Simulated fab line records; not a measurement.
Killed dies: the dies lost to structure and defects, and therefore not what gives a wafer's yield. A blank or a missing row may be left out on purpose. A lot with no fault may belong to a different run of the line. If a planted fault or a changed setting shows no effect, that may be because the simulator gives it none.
fab line records	flow n5Finfet
[record] lots = 7	wafers = 18	lastDay = 19
route steps=1938 shown BEOL_M12@1631
lots that met no fault: taken from a fault-free run of the same line
startH: hours from the record's opening day to when the first of the lot's shown wafers began	waitH: hours from the lot's prior step to this one	" as in the row above	L1.1+2: a row that stands for several wafers	- no value present, or no start provided	* or withheld: withheld	< > ~ a bound
route shown NAME@n: a module of which the file shows steps, and the number in the route of the first	usual: mean and standard deviation over wafers with no fault	same: alike in all rows	chamber/n: place in a boat	sites: the reading at each site	_std_site: the standard deviation of these	_edge_site: inner sites' mean taken away from outer sites' mean	radiusMm: for every site, how far away it sits from the centre of the wafer	mask NAME#n: copy n	behind: the tool/chamber that last shaped the wafer	hold: cause of the lot's hold/its duration in hours/its outcome	device: transistor that didn't switch, given as n, p or np	end of line: the route-end tests of the same wafers	a step with no rows: only its recipe	killed: not the wafer's yield, but the dies lost to structure and defects at the first sort	map: the dies of a wafer, with x for killed, . for not killed, _ for no die there
set.NAME: the run value of the setting; set.NAME@STEP: its run value at that earlier step	model.NAME: the simulator's own value behind a step, which no gauge read
lots at selected steps of the route; one table per step, one row per wafer
services: the hour from which a tool's chamber was out of use, counted from the record's first day as startH (under 0 if before that day), plus the number of hours and why
[[steps]]
[step N5_BEOL_M12_HARDBAKE_32]
[recipe] tempC = 130	timeS = 120
[step N5_BEOL_M12_CD_MEAS_28]
[recipe] targetCdNm = 160.2	landingEnergyEv = 500	detector = seInlens	polarity = opening
[usual] cdNm = 160.3/1.1
lot.wafer	tool	chamber	startH	waitH	cdNm
L461.2	cdSem-01	0	269.75	-	160.8
L461.5	"	0	"	"	160.3
L461.6	"	0	"	"	158.9
L463.1	cdSem-02	0	284.47	-	159.6
L463.4	"	0	"	"	159.6
L463.5	"	0	"	"	160.2
L467.5	cdSem-01	0	309.96	-	160.6
L467.6	"	0	"	"	160.9
L469.1	cdSem-01	0	326.98	-	159.1
L469.3	"	0	"	"	158.7
L470.1	cdSem-01	0	330.17	-	159.6
L470.6	"	0	"	"	160.0
L480.2	cdSem-01	0	390.40	-	160.8
L480.4	"	0	"	"	161.1
L480.5	"	0	"	"	162.1
L479.1	cdSem-01	0	400.49	-	162.2
L479.2	"	0	"	"	160.2
L479.3	"	0	"	"	160.6
[step N5_BEOL_M12_OVL_MEAS_29]
[recipe] pointsPerWafer = 44
[usual] M12_OVL = -2/5.1
lot.wafer	tool	chamber	startH	waitH	M12_OVL[nm]
L461.2	overlay-02	0	269.78	0.0	-2
L461.5	"	0	"	"	0
L461.6	"	0	"	"	-11
L463.1	overlay-02	0	284.50	0.0	-8
L463.4	"	0	"	"	-4
L463.5	"	0	"	"	-2
L467.5	overlay-02	0	309.99	0.0	1
L467.6	"	0	"	"	-4
L469.1	overlay-01	0	327.01	0.0	3
L469.3	"	0	"	"	-3
L470.1	overlay-02	0	330.20	0.0	-9
L470.6	"	0	"	"	6
L480.2	overlay-01	0	390.43	0.0	-5
L480.4	"	0	"	"	-2
L480.5	"	0	"	"	4
L479.1	overlay-01	0	400.52	0.0	1
L479.2	"	0	"	"	5
L479.3	"	0	"	"	-1
[step N5_BEOL_M12_INSPECT_30]
[recipe] mode = adi	inspectInstrument = macro
[usual] rawDefectCount = 1.8/1.4
lot.wafer	tool	chamber	startH	waitH	rawDefectCount
L461.2	defectInspect-01	-	269.80	0.0	3
L461.5	"	-	"	"	2
L461.6	"	-	"	"	0
L463.1	defectInspect-02	-	284.53	0.0	3
L463.4	"	-	"	"	3
L463.5	"	-	"	"	3
L467.5	defectInspect-02	-	310.01	0.0	1
L467.6	"	-	"	"	1
L469.1	defectInspect-02	-	327.03	0.0	2
L469.3	"	-	"	"	0
L470.1	defectInspect-02	-	330.22	0.0	1
L470.6	"	-	"	"	1
L480.2	defectInspect-02	-	390.45	0.0	1
L480.4	"	-	"	"	0
L480.5	"	-	"	"	1
L479.1	defectInspect-01	-	400.54	0.0	2
L479.2	"	-	"	"	1
L479.3	"	-	"	"	2
[step N5_BEOL_M12_DESCUM_33]
[recipe] chemistry = O2	timeS = 7.9	sourcePowerW = 50	biasPowerW = 20	pressureMtorr = 20	rfFrequencyHz = 2.712e+07	tempC = 40	o2FlowSccm = 225
[usual] drypumpMotorCurrentA = 5.5/0.37	oesProductAu = 0.80/0.081	rfVppV = 243.4/1.2	showerheadPlenumPTorr = 2.11/0.056	throttleValvePct = 20.43/0.16
lot.wafer	tool	chamber	startH	waitH	drypumpMotorCurrentA	oesProductAu	rfHoursCounterH	rfVppV	showerheadPlenumPTorr	throttleValvePct
L461.2	rieDiel-02	1	269.93	0.1	4.7	0.80	126	244.7	2.10	20.68
L461.5	"	3	"	"	5.0	0.72	-	243.1	2.15	20.36
L461.6	"	2	"	"	5.5	0.70	-	243.2	2.08	20.44
L463.1	rieDiel-01	2	284.60	0.1	6.1	0.83	84	243.5	2.21	20.34
L463.4	"	3	"	"	5.7	0.84	-	242.8	2.03	20.31
L463.5	"	2	"	"	6.1	0.83	-	245.4	2.21	20.33
L467.5	rieDiel-02	3	310.06	0.0	5.1	0.69	-	244.4	2.15	20.39
L467.6	"	0	"	"	5.7	0.93	-	245.2	2.14	20.55
L469.1	rieDiel-04	0	327.07	0.0	5.7	0.94	17	243.1	2.05	20.25
L469.3	"	2	"	"	5.4	0.80	118	243.1	2.11	20.54
L470.1	rieDiel-02	0	330.26	0.0	5.7	0.91	21	244.0	2.14	20.58
L470.6	"	2	"	"	5.5	0.69	-	241.3	2.07	20.46
L480.2	rieDiel-01	1	390.50	0.0	5.9	0.89	34	242.8	2.12	20.13
L480.4	"	2	"	"	6.0	0.79	121	245.6	2.20	20.39
L480.5	"	3	"	"	5.7	0.80	-	241.8	2.02	20.35
L479.1	rieDiel-01	3	400.57	0.0	5.7	0.79	113	242.7	2.02	20.37
L479.2	"	1	"	"	5.9	0.88	37	243.7	2.12	20.13
L479.3	"	2	"	"	6.1	0.79	124	243.9	2.20	20.40
[step N5_BEOL_M12_ETCH_67]
[recipe] chemistry = CF4	target = SiARC	targetDepthA = 1430	timeS = 238.3	ionEnergyEv = 80	pressureMtorr = 40	sourceW = 545	biasW = 36	Ar_flow_sccm = 100	cf4FlowSccm = 100	ends = cleared
[usual] drypumpMotorCurrentA = 5.5/0.37	etchRfOnTimeS = 238/3.4	oesProductAu = 0.68/0.069	rfVppV = 184.3/1	showerheadPlenumPTorr = 2.16/0.054	throttleValvePct = 15.59/0.17
lot.wafer	tool	chamber	startH	waitH	drypumpMotorCurrentA	etchRfOnTimeS	oesProductAu	rfHoursCounterH	rfVppV	showerheadPlenumPTorr	throttleValvePct
L461.2	rieDiel-02	1	269.96	0.0	4.7	239	0.67	126	184.6	2.15	15.84
L461.5	"	3	"	"	5.1	241	0.61	-	185.7	2.21	15.66
L461.6	"	2	"	"	5.5	238	0.60	-	184.8	2.12	15.60
L463.1	rieDiel-01	2	284.63	0.0	6.1	237	0.71	84	185.5	2.24	15.38
L463.4	"	3	"	"	5.7	240	0.71	-	184.7	2.08	15.45
L463.5	"	2	"	"	6.1	239	0.71	-	186.0	2.25	15.38
L467.5	rieDiel-02	3	310.15	0.1	5.1	243	0.60	-	184.6	2.20	15.71
L467.6	"	0	"	"	5.6	230	0.81	-	185.4	2.18	15.62
L469.1	rieDiel-04	0	327.10	0.0	5.8	240	0.80	17	182.8	2.10	15.40
L469.3	"	2	"	"	5.4	234	0.69	118	184.9	2.15	15.69
L470.1	rieDiel-02	0	330.29	0.0	5.7	232	0.78	21	183.6	2.18	15.64
L470.6	"	2	"	"	5.5	239	0.60	-	184.6	2.11	15.64
L480.2	rieDiel-01	1	390.54	0.0	5.9	239	0.76	34	185.6	2.18	15.33
L480.4	"	2	"	"	6.0	239	0.67	121	184.8	2.23	15.46
L480.5	"	3	"	"	5.6	239	0.68	-	184.5	2.07	15.54
L479.1	rieDiel-01	3	400.61	0.0	5.7	239	0.69	113	182.4	2.07	15.54
L479.2	"	1	"	"	5.9	240	0.76	37	184.4	2.18	15.33
L479.3	"	2	"	"	6.0	239	0.67	125	186.7	2.23	15.49
[step N5_BEOL_M12_ETCH_68]
[recipe] chemistry = N2/H2	target = SOC	maskMaterial = SiARC	sourceW = 3000	biasW = 350	tempC = 40	timeS = 285	ionEnergyEv = 200	pressureMtorr = 30	n2FlowSccm = 200	h2FlowSccm = 200
[usual] drypumpMotorCurrentA = 5.5/0.37	oesProductAu = 0.80/0.08	rfVppV = 524.4/2.1	showerheadPlenumPTorr = 2.56/0.068	throttleValvePct = 17.74/0.18
lot.wafer	tool	chamber	startH	waitH	drypumpMotorCurrentA	oesProductAu	rfHoursCounterH	rfVppV	showerheadPlenumPTorr	throttleValvePct
L461.2	rieDiel-02	1	270.11	0.1	4.7	0.79	126	523.8	2.55	18.00
L461.5	"	3	"	"	5.1	0.71	-	525.3	2.62	17.74
L461.6	"	2	"	"	5.5	0.70	-	524.5	2.51	17.70
L463.1	rieDiel-01	2	284.78	0.1	6.1	0.83	84	527.3	2.67	17.54
L463.4	"	3	"	"	5.7	0.83	-	520.9	2.47	17.60
L463.5	"	2	"	"	6.1	0.83	-	528.2	2.67	17.53
L467.5	rieDiel-02	3	310.31	0.1	5.1	0.70	-	525.4	2.62	17.77
L467.6	"	0	"	"	5.7	0.94	-	524.8	2.61	17.91
L469.1	rieDiel-04	0	327.25	0.1	5.8	0.94	17	521.0	2.49	17.44
L469.3	"	2	"	"	5.4	0.81	118	524.2	2.56	17.89
L470.1	rieDiel-02	0	330.44	0.1	5.7	0.92	21	525.0	2.61	17.96
L470.6	"	2	"	"	5.5	0.69	-	523.2	2.50	17.72
L480.2	rieDiel-01	1	390.68	0.1	5.9	0.88	34	523.9	2.59	17.55
L480.4	"	2	"	"	6.1	0.79	121	527.3	2.66	17.60
L480.5	"	3	"	"	5.7	0.79	-	522.4	2.45	17.67
L479.1	rieDiel-01	3	400.76	0.1	5.7	0.79	113	520.5	2.45	17.67
L479.2	"	1	"	"	5.9	0.88	37	524.7	2.59	17.53
L479.3	"	2	"	"	6.0	0.79	125	525.8	2.65	17.59
[step N5_BEOL_M12_STRIP_69]
[recipe] chemistry = N2/H2	tempC = 40	n2FlowSccm = 200	h2FlowSccm = 200	rfFrequencyHz = 6e+07
[step N5_BEOL_M12_TRENCH_ETCH_34]
[recipe] chemistry = C4F8/O2/Ar	target = SiOC	targetDepthA = 3189.5	maskMaterial = SOC	pressureMtorr = 30	sourceW = 3000	biasW = 700	Ar_flow_sccm = 400	C4F8_flow_sccm = 15	O2_flow_sccm = 8	heInnerTorr = 15	heOuterTorr = 30	timeS = 125.5	ionEnergyEv = 250
[usual] drypumpMotorCurrentA = 5.5/0.37	oesProductAu = 0.80/0.08	rfVppV = 666.3/2.5	showerheadPlenumPTorr = 3.44/0.087	throttleValvePct = 24.18/0.16
lot.wafer	tool	chamber	startH	waitH	drypumpMotorCurrentA	oesProductAu	rfHoursCounterH	rfVppV	showerheadPlenumPTorr	throttleValvePct
L461.2	rieDiel-02	1	270.29	0.0	4.7	0.79	126	666.2	3.43	24.51
L461.5	"	3	"	"	5.1	0.71	-	668.0	3.52	24.17
L461.6	"	2	"	"	5.5	0.71	-	664.4	3.38	24.11
L463.1	rieDiel-01	2	284.96	0.0	6.1	0.83	84	669.9	3.58	24.02
L463.4	"	3	"	"	5.7	0.83	-	662.4	3.32	24.05
L463.5	"	2	"	"	6.1	0.82	-	670.1	3.58	23.99
L467.5	rieDiel-02	3	310.46	0.1	5.1	0.69	-	667.5	3.51	24.20
L467.6	"	0	"	"	5.7	0.93	-	667.6	3.48	24.28
L469.1	rieDiel-04	0	327.43	0.0	5.7	0.93	17	663.9	3.34	23.97
L469.3	"	2	"	"	5.5	0.81	118	667.2	3.44	24.29
L470.1	rieDiel-02	0	330.62	0.0	5.7	0.91	21	666.4	3.47	24.29
L470.6	"	2	"	"	5.5	0.69	-	664.2	3.37	24.15
L480.2	rieDiel-01	1	390.87	0.0	5.9	0.89	34	668.6	3.48	24.02
L480.4	"	2	"	"	6.1	0.80	122	669.1	3.56	24.05
L480.5	"	3	"	"	5.7	0.80	-	662.7	3.30	24.09
L479.1	rieDiel-01	3	400.94	0.0	5.7	0.80	113	662.3	3.30	24.11
L479.2	"	1	"	"	5.9	0.88	37	667.2	3.48	24.03
L479.3	"	2	"	"	6.1	0.79	125	669.6	3.56	24.07
[step N5_BEOL_M12_STRIP_70]
[recipe] chemistry = C4F8/O2/Ar	resist = SiARC	rfFrequencyHz = 6e+07
[step N5_BEOL_M12_OCD_MEAS_35]
[usual] trenchDepthNm = 318/4.3
lot.wafer	tool	chamber	startH	waitH	trenchDepthNm
L461.2	ocd-02	-	270.45	0.0	322
L461.5	"	-	"	"	315
L461.6	"	-	"	"	317
L463.1	ocd-01	-	285.11	0.0	318
L463.4	"	-	"	"	319
L463.5	"	-	"	"	318
L467.5	ocd-02	-	310.57	0.0	309
L467.6	"	-	"	"	325
L469.1	ocd-01	-	327.59	0.0	320
L469.3	"	-	"	"	319
L470.1	ocd-02	-	330.77	0.0	320
L470.6	"	-	"	"	315
L480.2	ocd-02	-	391.02	0.0	318
L480.4	"	-	"	"	319
L480.5	"	-	"	"	319
L479.1	ocd-01	-	401.09	0.0	323
L479.2	"	-	"	"	320
L479.3	"	-	"	"	318
[step N5_BEOL_M12_STRIP_37]
[recipe] chemistry = N2/H2	powerW = 1000	tempC = 250	h2Frac = 0.65	overashFraction = 0.3	pressureMtorr = withheld	n2FlowSccm = 1750	h2FlowSccm = 3250
[usual] drypumpMotorCurrentA = 6.0/0.54	heaterPowerW = 324/32	oesProductAu = 0.791/0.0087
lot.wafer	tool	chamber	startH	waitH	drypumpMotorCurrentA	heaterPowerW	oesProductAu	rfHoursCounterH
L461.2	plasmaAsher-02	0	270.48	0.0	6.6	304	0.804	70
L461.5	"	1	"	"	5.4	297	0.774	-
L461.6	"	0	"	"	6.6	298	0.783	-
L463.1	plasmaAsher-01	1	285.15	0.0	5.5	379	0.784	132
L463.4	"	0	"	"	6.5	323	0.793	-
L463.5	"	0	"	"	6.5	313	0.792	-
L467.5	plasmaAsher-02	0	310.64	0.1	6.7	296	0.797	-
L467.6	"	1	"	"	5.4	293	0.801	-
L469.1	plasmaAsher-01	0	327.63	0.0	6.5	311	0.791	140
L469.3	"	1	"	"	5.6	376	0.782	-
L470.1	plasmaAsher-01	1	330.81	0.0	5.6	377	0.789	140
L470.6	"	1	"	"	5.6	381	0.782	-
L480.2	plasmaAsher-02	0	391.06	0.0	6.7	300	0.780	94
L480.4	"	1	"	"	5.4	300	0.772	-
L480.5	"	0	"	"	6.6	300	0.781	-
L479.1	plasmaAsher-01	0	401.13	0.0	6.5	312	0.791	154
L479.2	"	1	"	"	5.5	379	0.795	154
L479.3	"	1	"	"	5.5	374	0.786	-
[step N5_BEOL_M12_ETCH_38]
[recipe] chemistry = CF4/N2	target = SiCN	targetDepthA = 687	taperDeg = 2	timeS = 73.4	ionEnergyEv = 150	maskMaterial = SiO2	pressureMtorr = 40	sourceW = 430	biasW = 70	Ar_flow_sccm = 100	cf4FlowSccm = 60	n2FlowSccm = 60
[usual] drypumpMotorCurrentA = 5.5/0.36	oesProductAu = 0.81/0.081	rfVppV = 382.7/1.5	showerheadPlenumPTorr = 2.22/0.053	throttleValvePct = 15.43/0.17
lot.wafer	tool	chamber	startH	waitH	drypumpMotorCurrentA	oesProductAu	rfHoursCounterH	rfVppV	showerheadPlenumPTorr	throttleValvePct	model.etch.depthNm
L461.2	rieDiel-02	1	273.20	-	4.7	0.78	128	382.6	2.21	15.68	57.72
L461.5	"	2	"	"	5.5	0.70	-	382.2	2.18	15.44	58
L461.6	"	1	"	"	4.7	0.78	-	381.4	2.21	15.70	57.89
L463.1	rieDiel-04	1	285.36	-	5.4	0.84	65	380.7	2.15	15.38	59.9
L463.4	"	2	"	"	5.4	0.82	104	381.7	2.23	15.51	60.06
L463.5	"	1	"	"	5.4	0.84	-	380.9	2.15	15.37	59.47
L467.5	rieDiel-02	1	311.20	-	4.6	0.76	-	383.1	2.21	15.72	57.34
L467.6	"	0	"	"	5.7	0.93	-	383.2	2.25	15.45	65.55
L469.1	rieDiel-02	2	327.97	-	5.5	0.69	229	382.0	2.18	15.48	58
L469.3	"	1	"	"	4.7	0.76	149	382.5	2.21	15.74	62.98
L470.1	rieDiel-02	1	333.02	-	4.7	0.77	150	382.0	2.20	15.74	58.37
L470.6	"	1	"	"	4.7	0.76	-	383.0	2.20	15.73	62.85
L480.2	rieDiel-02	1	392.36	-	4.7	0.74	174	383.3	2.20	15.77	57.6
L480.4	"	2	"	"	5.5	0.67	-	381.4	2.17	15.54	57.55
L480.5	"	1	"	"	4.7	0.74	-	381.7	2.20	15.79	57.33
L479.1	rieDiel-01	1	402.55	-	5.9	0.87	38	383.9	2.24	15.17	57.8
L479.2	"	2	"	"	6.1	0.79	125	383.5	2.30	15.31	58.39
L479.3	"	3	"	"	5.7	0.79	114	380.3	2.13	15.39	57.93
[step N5_BEOL_M12_PRECLEAN_39]
[recipe] chemistry = residueRemover	timeS = 60	tempC = 40
[[services]]
tool	chamber	startH	hours	kind
rieDiel-02	2	252.28	2.4	repair
rieDiel-02	0	259.23	-	clean
rieDiel-02	0	259.23	-	consumableReplace:focusRing
rieDiel-02	0	259.23	17.7	scheduledDown
rieDiel-02	0	259.23	17.7	ventCycle
rieDiel-01	0	259.64	4.1	repair
rieDiel-02	-	260.12	2.8	pm
rieDiel-04	0	267.31	-	clean
rieDiel-04	0	267.31	-	consumableReplace:focusRing
rieDiel-04	0	267.31	12.7	scheduledDown
rieDiel-01	1	277.87	-	clean
rieDiel-01	1	277.87	-	consumableReplace:focusRing
rieDiel-01	1	277.87	19.3	scheduledDown
rieDiel-01	1	277.87	19.3	ventCycle
rieDiel-04	-	297.70	2.8	pm
rieDiel-01	-	310.45	2.8	pm
plasmaAsher-01	-	313.64	3.1	repair
rieDiel-01	0	331.37	1.3	repair
rieDiel-01	-	334.23	0.9	repair
rieDiel-02	3	377.10	7.1	repair
rieDiel-02	3	390.12	-	clean
rieDiel-02	3	390.12	-	consumableReplace:focusRing
rieDiel-02	3	390.12	21.2	scheduledDown
rieDiel-02	3	390.12	21.2	ventCycle
[[key]]
firstSign none at tools or gauges
[modelEffect] step = N5_BEOL_M12_ETCH_38	value = etch.depthNm	without = 58.37	struck = 63.79
metAt N5_BEOL_M12_ETCH_38
struckWafers L467.6,L469.3,L470.6
onsetBetween 273.20 311.20
[fault] kind = processParameterDrift	tool = rieDiel-02	chamber = -	onsetH = 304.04	steps = N5_BEOL_M12_ETCH_38	channel = timeS	offset = *	shape = step	endH = 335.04	scope = struckWafersOnly	actsIn = *	stated = *
